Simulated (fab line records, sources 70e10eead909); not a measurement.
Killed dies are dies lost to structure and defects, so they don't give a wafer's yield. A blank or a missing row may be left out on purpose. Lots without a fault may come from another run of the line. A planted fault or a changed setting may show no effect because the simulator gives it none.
fab line records | flow nand_harc
record lots=5 wafers=15 last_day=23
route steps=1159 shown A_M0@997 END@1159
lots that met no fault: from a run of the same line without faults
start_h: hours from the record's first day to the start of the lot's first wafer shown | wait_h: hours since the lot's step before | " the same as in the row above | L1.1+2: a row that stands for several wafers | - no value, or no start given | * or withheld: withheld | < > ~ a bound
route shown NAME@n: a module of which the file shows steps, and the number in the route of the first | usual: mean/standard deviation of fault-free wafers | same: alike in all rows | chamber/n: place in a boat | sites: the reading at each site | _std_site: their standard deviation | _edge_site: outer sites' mean less inner sites' | radius_mm: how far each site lies from the wafer's centre | mask NAME#n: copy n | behind: the tool/chamber that last shaped the wafer | hold: why the lot was held/for how many hours/how that ended | device: the transistor (n, p or np) that didn't switch | end of line: the same wafers' tests at the end of the route | a step without rows: its recipe alone | killed: dies lost to structure and defects at the first sort, not the wafer's yield | map: a wafer's dies, x killed, . not, _ none there
set.NAME: the setting as run; set.NAME@STEP: as run at that earlier step | model.NAME: the simulator's own value behind a step, which no gauge read
lots at some steps of the route; a table a step, a row a wafer
services: from which hour (start_h, from the record's first day; less than 0 if before it) a tool's chamber was out of use, for how many hours, and why
## steps
# step NHARC_A_M0_COAT_33
# recipe temp_c=200 time_s=65
# step NHARC_A_M0_COAT_03
# recipe spin_rpm=1500 resist_thk_nm=90
# step NHARC_A_M0_SOFTBAKE_04
# recipe temp_c=105 time_s=55
# step NHARC_A_M0_EBR_05
# step NHARC_A_M0_EXPOSE_06
# recipe na=1.35 target_cd_nm=80 dose_mj=83.25 mask_id=A_M0
# step NHARC_A_M0_PEB_07
# recipe peb_temp_c=100 peb_time_s=65
# step NHARC_A_M0_DEVELOP_08
# recipe develop_time_s=35 dev_temp_c=23
# step NHARC_A_M0_CD_MEAS_09
# recipe target_cd_nm=80 landing_energy_ev=500
# usual cd_nm=80.3/0.97
# columns lot.wafer tool chamber start_h wait_h cd_nm
L493.3 cd_sem-01 0 405.27 - 79.2
L493.4 " 0 " " 78.9
L493.6 " 0 " " 79.1
L503.3 cd_sem-03 0 450.84 - 80.1
L503.4 " 0 " " 81.0
L503.5 " 0 " " 80.9
L506.1 cd_sem-01 0 466.86 - 81.2
L506.3 " 0 " " 80.6
L506.6 " 0 " " 79.3
L507.1 cd_sem-03 0 496.89 - 78.6
L507.4 " 0 " " 79.2
L507.5 " 0 " " 79.7
L515.1 cd_sem-01 0 518.56 - 79.1
L515.3 " 0 " " 79.4
L515.6 " 0 " " 78.5
# step NHARC_A_M0_OVL_MEAS_10
# recipe pitch_nm=160
# usual overlay_x_nm=0.1/0.79 overlay_y_nm=-0.1/0.96
# columns lot.wafer tool chamber start_h wait_h overlay_x_nm overlay_y_nm
L493.3 overlay-02 - 405.37 - 0.3 -0.7
L493.4 " - " " 0.0 -0.7
L493.6 " - " " 0.1 -0.7
L503.3 overlay-02 - 450.93 - 1.4 0.2
L503.4 " - " " 1.2 0.1
L503.5 " - " " 1.4 0.6
L506.1 overlay-02 - 466.95 - -1.1 0.0
L506.3 " - " " -0.9 0.4
L506.6 " - " " -0.8 0.2
L507.1 overlay-01 - 497.00 - -1.5 -1.2
L507.4 " - " " -1.6 -1.5
L507.5 " - " " -1.9 -1.0
L515.1 overlay-02 - 518.66 - -0.2 1.5
L515.3 " - " " -0.1 2.3
L515.6 " - " " -0.1 1.6
# step NHARC_A_M0_INSPECT_11
# usual raw_defect_count=30/15
# columns lot.wafer tool chamber start_h wait_h raw_defect_count
L493.3 defect_inspect-02 - 405.40 0.0 16
L493.4 " - " " 13
L493.6 " - " " 22
L503.3 defect_inspect-01 - 450.96 0.0 30
L503.4 " - " " 34
L503.5 " - " " 26
L506.1 defect_inspect-02 - 466.99 0.0 31
L506.3 " - " " 36
L506.6 " - " " 33
L507.1 defect_inspect-02 - 497.03 0.0 51
L507.4 " - " " 59
L507.5 " - " " 54
L515.1 defect_inspect-02 - 518.70 0.0 39
L515.3 " - " " 35
L515.6 " - " " 38
# step NHARC_A_M0_DESCUM_14
# recipe time_s=3 o2_flow_sccm=200 ar_flow_sccm=0 bias_power_w=0 chemistry=O2
# usual drypump_motor_current_A=5.8/0.43 oes_product_au=0.997/0.017 rf_vpp_V=57.8/1 showerhead_plenum_p_Torr=1.94/0.087 throttle_valve_pct=11.311/0.0091
# columns lot.wafer tool chamber start_h wait_h drypump_motor_current_A oes_product_au rf_hours_counter_h rf_vpp_V showerhead_plenum_p_Torr throttle_valve_pct
L493.4 rie_diel-13 0 405.46 0.1 5.4 0.979 9 59.3 1.96 11.320
L493.3 " 2 " " 5.5 0.995 9 58.5 2.04 11.301
L493.6 " 1 " " 6.3 0.999 - 57.3 2.05 11.312
L503.3 rie_diel-13 3 451.02 0.1 6.1 0.997 12 57.0 1.80 11.296
L503.4 " 2 " " 5.4 1.000 12 58.7 2.04 11.322
L503.5 " 0 " " 5.4 0.981 - 58.9 1.96 11.312
L506.3 rie_diel-07 2 467.05 0.1 5.3 1.041 5 57.4 1.97 11.317
L506.1 " 3 " " 6.2 0.972 5 56.4 1.92 11.307
L506.6 " 3 " " 6.2 0.981 - 57.9 1.92 11.308
L507.4 rie_diel-13 0 497.10 0.1 5.4 0.984 5 60.1 1.95 11.331
L507.1 " 1 " " 6.3 1.004 3 58.0 2.04 11.321
L507.5 " 1 " " 6.3 0.998 - 57.8 2.04 11.303
L515.1 rie_diel-06 3 518.77 0.1 5.9 1.001 5 56.9 1.94 11.299
L515.3 " 0 " " 5.8 1.007 6 56.8 1.81 11.295
L515.6 " 2 " " 5.3 1.021 - 58.6 1.97 11.321
# step NHARC_A_M0_ETCH_34
# recipe target_depth_a=400 overetch_a=120 time_s=43.94 ion_energy_ev=200 n2_flow_sccm=150 h2_flow_sccm=150 ar_flow_sccm=0 rf_w=400 bias_w=150 chemistry=N2/H2
# usual bias_w=150.0/0.39 drypump_motor_current_A=5.8/0.44 h2_flow_sccm=150.0/0.44 oes_product_au=0.998/0.015 rf_vpp_V=431.5/2.9 showerhead_plenum_p_Torr=2.07/0.098 throttle_valve_pct=14.172/0.0086
# columns lot.wafer tool chamber start_h wait_h bias_w drypump_motor_current_A h2_flow_sccm oes_product_au rf_hours_counter_h rf_vpp_V showerhead_plenum_p_Torr throttle_valve_pct
L493.3 rie_diel-13 2 405.55 0.1 150.1 5.5 150.1 1.004 9 434.3 2.18 14.169
L493.4 " 0 " " 150.3 5.4 149.6 0.983 9 430.9 2.09 14.177
L493.6 " 1 " " 150.1 6.3 149.7 1.014 - 434.5 2.19 14.170
L503.3 rie_diel-13 0 451.11 0.1 149.6 5.4 150.1 0.985 12 431.9 2.09 14.171
L503.4 " 2 " " 150.0 5.5 150.3 1.007 12 435.0 2.18 14.179
L503.5 " 0 " " 150.2 5.4 150.2 0.985 - 431.4 2.09 14.170
L506.1 rie_diel-07 1 467.13 0.1 150.6 6.7 149.9 0.980 5 430.6 2.02 14.177
L506.3 " 0 " " 149.8 6.2 150.3 1.006 4 427.4 1.90 14.175
L506.6 " 2 " " 150.2 5.3 149.9 1.020 - 434.2 2.10 14.167
L507.4 rie_diel-13 2 497.18 0.1 149.9 5.4 150.1 1.016 5 433.9 2.18 14.177
L507.1 " 3 " " 150.1 6.1 150.0 0.971 5 427.8 1.92 14.174
L507.5 " 3 " " 150.3 6.1 150.2 0.978 - 426.8 1.92 14.175
L515.3 rie_diel-06 3 518.85 0.1 150.3 5.9 149.9 1.006 5 431.8 2.07 14.170
L515.1 " 2 " " 149.7 5.3 149.8 1.023 7 431.6 2.10 14.166
L515.6 " 0 " " 149.8 5.8 150.0 1.012 - 428.5 1.93 14.170
# step NHARC_A_M0_ETCH_15
# recipe target_depth_a=1500 overetch_a=150 time_s=82.5 c4f8_flow_sccm=withheld ar_flow_sccm=400 rf_w=600 bias_w=300 chemistry=C4F8/Ar
# usual bias_w=300.1/0.92 oes_product_au=0.948/0.026 rf_vpp_V=442/3.1
# columns lot.wafer tool chamber start_h wait_h bias_w oes_product_au rf_hours_counter_h rf_vpp_V
L493.3 rie_diel-13 1 405.64 - 300.2 0.919 10 446
L493.4 " 0 " " 299.6 0.909 9 442
L493.6 " 1 " " 300.2 0.930 - 445
L503.4 rie_diel-13 3 451.20 - 299.0 0.925 12 437
L503.3 " 1 " " 301.5 0.928 13 447
L503.5 " 2 " " 300.4 0.930 - 446
L506.3 rie_diel-07 0 467.23 - 299.3 0.990 4 436
L506.1 " 1 " " 298.9 0.945 5 440
L506.6 " 3 " " 300.9 0.938 - 440
L507.1 rie_diel-13 1 497.27 - 301.7 0.869 3 444
L507.4 " 0 " " 300.0 0.946 5 442
L507.5 " 2 " " 299.4 0.994 - 444
L515.3 rie_diel-06 3 518.95 - 299.9 0.970 5 441
L515.1 " 0 " " 299.8 0.935 6 437
L515.6 " 2 " " 300.0 0.940 - 441
# step NHARC_A_M0_CD_MEAS_16
# usual cd_nm=80.4/1.2
# columns lot.wafer tool chamber start_h wait_h cd_nm
L493.3 cd_sem-02 - 405.77 - 79.7
L493.4 " - " " 80.6
L493.6 " - " " 79.4
L503.3 cd_sem-01 - 451.33 - 80.7
L503.4 " - " " 81.6
L503.5 " - " " 82.5
L506.1 cd_sem-03 - 467.35 - 82.1
L506.3 " - " " 81.1
L506.6 " - " " 81.1
L507.1 cd_sem-03 - 497.39 - 80.2
L507.4 " - " " 79.6
L507.5 " - " " 80.7
L515.1 cd_sem-02 - 519.09 - 79.2
L515.3 " - " " 78.1
L515.6 " - " " 79.2
# step NHARC_END_SORT_01
# recipe temp_c=25
# usual defect_limited_yield=95.7/1.5 killed_at_array=25/10 killed_at_other=0.6/0.91 killed_at_periphery=3.6/2.9 killed_dies=29/10 killed_open=3.3/2 killed_short=1.9/1.5 sort_bin_2_pct=1.3/0.61 sort_bin_3_pct=0.26/0.19 sort_bin_4_pct=2.7/1 sort_n_pass=648/10 sort_rim_yield_pct=94/3.2 sort_yield_pct=95.7/1.5
# same gross_dies=677 sort_bin_5_pct[%]=0 sort_bin_6_pct[%]=0 sort_bin_7_pct[%]=0 sort_bin_8_pct[%]=0 sort_rim_n_gross=106.00
# columns lot.wafer tool chamber start_h wait_h defect_limited_yield[%] killed_at_array killed_at_other killed_at_periphery killed_dies killed_open killed_short sort_bin_2_pct[%] sort_bin_3_pct[%] sort_bin_4_pct[%] sort_n_pass sort_rim_yield_pct[%] sort_yield_pct[%]
L503.3 prober-01 0 501.09 3.1 96.2 18 0 8 26 2 4 1.3 0.15 2.4 651 92 96.2
L503.4 prober-01 0 501.89 3.4 96.2 24 0 2 26 3 2 1.3 0.15 2.4 651 96 96.2
L503.5 prober-01 0 502.69 3.7 96.8 20 0 2 22 2 1 0.6 0 2.7 655 93 96.8
L506.1 prober-02 0 514.98 2.5 95.4 28 0 3 31 2 2 1.5 0.15 3.0 646 98 95.4
L506.3 prober-02 0 516.56 3.1 95.7 24 1 4 29 7 3 1.6 0.15 2.5 648 90 95.7
L506.6 prober-02 0 518.93 3.9 95.3 27 0 5 32 3 4 1.5 0.15 3.1 645 91 95.3
L507.1 prober-02 0 532.40 2.5 0 675 0 2 677 5 2 95.1 0.30 4.6 0 0 0
L507.4 prober-02 0 534.78 3.4 94.8 32 0 3 35 3 6 1.3 0 3.8 642 86 94.8
L507.5 prober-02 0 535.58 3.7 95.3 30 0 2 32 1 2 1.9 0.30 2.5 645 92 95.3
# killed by level:class
L503.3 A_SLIT:chamber_film_flake=11 P_GATE:chamber_film_flake=3 P_CONTACT:geometric_particle:open=2 A_CHANNEL_HOLE_D1:chamber_film_flake=2 A_CONTACT:chamber_film_flake=2 P_STI:geometric_particle:short=1 P_CONTACT:geometric_particle:short=1 P_M1:geometric_particle:short=1
L503.4 A_SLIT:chamber_film_flake=14 A_CHANNEL_HOLE_D1:chamber_film_flake=4 P_CONTACT:geometric_particle:open=2 A_ONON_D1:geometric_particle:open=1 A_ONON_D1:geometric_particle:short=1 A_SGD_CUT:geometric_particle:short=1 A_ZERO_WELL:chamber_film_flake=1 A_STAIRCASE:chamber_film_flake=1
L503.5 A_SLIT:chamber_film_flake=8 A_CHANNEL_HOLE_D1:chamber_film_flake=3 A_STAIRCASE:chamber_film_flake=3 A_CONTACT:chamber_film_flake=2 P_CONTACT:geometric_particle:open=1 A_CHANNEL_FILL_D1:geometric_particle:short=1 A_WL_FILL:geometric_particle:open=1 P_GATE:chamber_film_flake=1
L506.1 A_CHANNEL_HOLE_D1:chamber_film_flake=19 A_STAIRCASE:chamber_film_flake=4 P_ZERO_WELL:chamber_film_flake=2 A_CHANNEL_FILL_D1:geometric_particle:short=1 A_WL_FILL:geometric_particle:short=1 A_BLC:geometric_particle:open=1 A_M1:geometric_particle:open=1 P_GATE:chamber_film_flake=1
L506.3 A_CHANNEL_HOLE_D1:chamber_film_flake=14 A_CONTACT:geometric_particle:open=2 P_CONTACT:geometric_particle:open=1 P_M1:geometric_particle:open=1 A_CHANNEL_HOLE_D1:geometric_particle:short=1 A_CHANNEL_FILL_D1:geometric_particle:short=1 A_CHANNEL_FILL_D1:geometric_particle:open=1 A_WL_FILL:geometric_particle:short=1
L506.6 A_CHANNEL_HOLE_D1:chamber_film_flake=10 A_STAIRCASE:chamber_film_flake=7 A_ZERO_WELL:chamber_film_flake=2 A_CONTACT:chamber_film_flake=2 P_CONTACT:geometric_particle:short=1 P_CONTACT:geometric_particle:open=1 P_M1:geometric_particle:short=1 A_CHANNEL_FILL_D1:geometric_particle:short=1
L507.1 A_M0:area_etch=632 A_SLIT:chamber_film_flake=14 A_CHANNEL_HOLE_D1:chamber_film_flake=9 A_STAIRCASE:chamber_film_flake=6 A_CONTACT:chamber_film_flake=4 A_ZERO_WELL:chamber_film_flake=2 A_WL_FILL:chamber_film_flake=2 P_M0:geometric_particle:open=1
L507.4 A_CHANNEL_HOLE_D1:chamber_film_flake=9 A_SLIT:chamber_film_flake=9 A_WL_FILL:chamber_film_flake=4 A_CONTACT:chamber_film_flake=2 P_CONTACT:geometric_particle:open=1 P_M0:geometric_particle:open=1 A_SOURCE_PLATE:geometric_particle:short=1 A_CHANNEL_HOLE_D1:geometric_particle:short=1
L507.5 A_CHANNEL_HOLE_D1:chamber_film_flake=10 A_SLIT:chamber_film_flake=8 A_WL_FILL:chamber_film_flake=4 A_STAIRCASE:chamber_film_flake=3 A_CONTACT:chamber_film_flake=2 P_CONTACT:geometric_particle:open=1 A_SGD_CUT:geometric_particle:short=1 A_M0:geometric_particle:short=1
# map L507.1 (x killed, . not)
____________x____________
_________xxxxxxx_________
_______xxxxxxxxxxx_______
______xxxxxxxxxxxxx______
_____xxxxxxxxxxxxxxx_____
____xxxxxxxxxxxxxxxxx____
____xxxxxxxxxxxxxxxxx____
___xxxxxxxxxxxxxxxxxxx___
___xxxxxxxxxxxxxxxxxxx___
__xxxxxxxxxxxxxxxxxxxxx__
__xxxxxxxxxxxxxxxxxxxxx__
_xxxxxxxxxxxxxxxxxxxxxxx_
_xxxxxxxxxxxxxxxxxxxxxxx_
_xxxxxxxxxxxxxxxxxxxxxxx_
_xxxxxxxxxxxxxxxxxxxxxxx_
_xxxxxxxxxxxxxxxxxxxxxxx_
xxxxxxxxxxxxxxxxxxxxxxxxx
xxxxxxxxxxxxxxxxxxxxxxxxx
xxxxxxxxxxxxxxxxxxxxxxxxx
xxxxxxxxxxxxxxxxxxxxxxxxx
xxxxxxxxxxxxxxxxxxxxxxxxx
_xxxxxxxxxxxxxxxxxxxxxxx_
_xxxxxxxxxxxxxxxxxxxxxxx_
_xxxxxxxxxxxxxxxxxxxxxxx_
_xxxxxxxxxxxxxxxxxxxxxxx_
_xxxxxxxxxxxxxxxxxxxxxxx_
__xxxxxxxxxxxxxxxxxxxxx__
__xxxxxxxxxxxxxxxxxxxxx__
___xxxxxxxxxxxxxxxxxxx___
___xxxxxxxxxxxxxxxxxxx___
____xxxxxxxxxxxxxxxxx____
____xxxxxxxxxxxxxxxxx____
_____xxxxxxxxxxxxxxx_____
______xxxxxxxxxxxxx______
_______xxxxxxxxxxx_______
_________xxxxxxx_________
____________x____________
# map L493.6 (x killed, . not)
____________.____________
_________......._________
_______..x.x......_______
______...x.........______
_____............x.._____
____.................____
____...........x.....____
___...................___
___.................x.___
__................x....__
__.......x.............__
_x.............x........_
_......................._
_x......................_
_x......................_
_...x..................._
x.x......................
x.....................x..
........x................
.xxx.....................
x...................x....
_......................._
_x......................_
_......................._
_......................._
_........x.............._
__.................x...__
__.....................__
___...................___
___...................___
____.................____
____.................____
_____..............._____
______..........x..______
_______..........._______
_________......._________
____________.____________
## services
# columns tool chamber start_h hours kind
rie_diel-13 0 383.00 - clean
rie_diel-13 1 383.00 - clean
rie_diel-13 2 383.00 - clean
rie_diel-13 3 383.00 - clean
rie_diel-07 - 388.62 3.5 repair
rie_diel-13 0 395.96 3.3 repair
rie_diel-07 - 405.20 9.0 pm
rie_diel-13 0 407.50 - clean
rie_diel-13 1 407.50 - clean
rie_diel-13 2 407.50 - clean
rie_diel-13 3 407.50 - clean
rie_diel-06 - 418.20 9.0 pm
rie_diel-06 2 430.47 4.1 repair
rie_diel-13 0 432.00 - clean
rie_diel-13 1 432.00 - clean
rie_diel-13 2 432.00 - clean
rie_diel-13 3 432.00 - clean
rie_diel-06 3 442.27 10.6 repair
rie_diel-13 - 453.00 9.0 pm
rie_diel-13 0 453.00 9.0 vent_cycle
rie_diel-13 1 453.00 9.0 vent_cycle
rie_diel-13 1 464.85 20.2 repair
rie_diel-07 - 465.82 0.5 repair
rie_diel-07 - 492.08 0.6 repair
## key
first_sign step=NHARC_A_M0_ETCH_15 reading=oes_product_au direction=down sigmas=3 usual=0.948 struck=0.869
effect step=NHARC_END_SORT_01 reading=sort_bin_2_pct direction=up sigmas=99+ usual=1.3 struck=95.1
more_kills_born_at NHARC_A_M0_ETCH_15@rie_diel-13=632
met_at NHARC_A_M0_ETCH_15
struck_wafers L507.1
later_rows_left_out L507.1
onset_between 451.20 497.27
fault kind=process_parameter_drift tool=rie_diel-13 chamber=- onset_h=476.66 steps=NHARC_A_M0_ETCH_15 channel=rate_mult offset=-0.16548 shape=step end_h=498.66 scope=struck_wafers_only
# later_rows_left_out: the simulator's readings of these wafers behind a module that went badly wrong aren't trusted and aren't shown, but for the sort
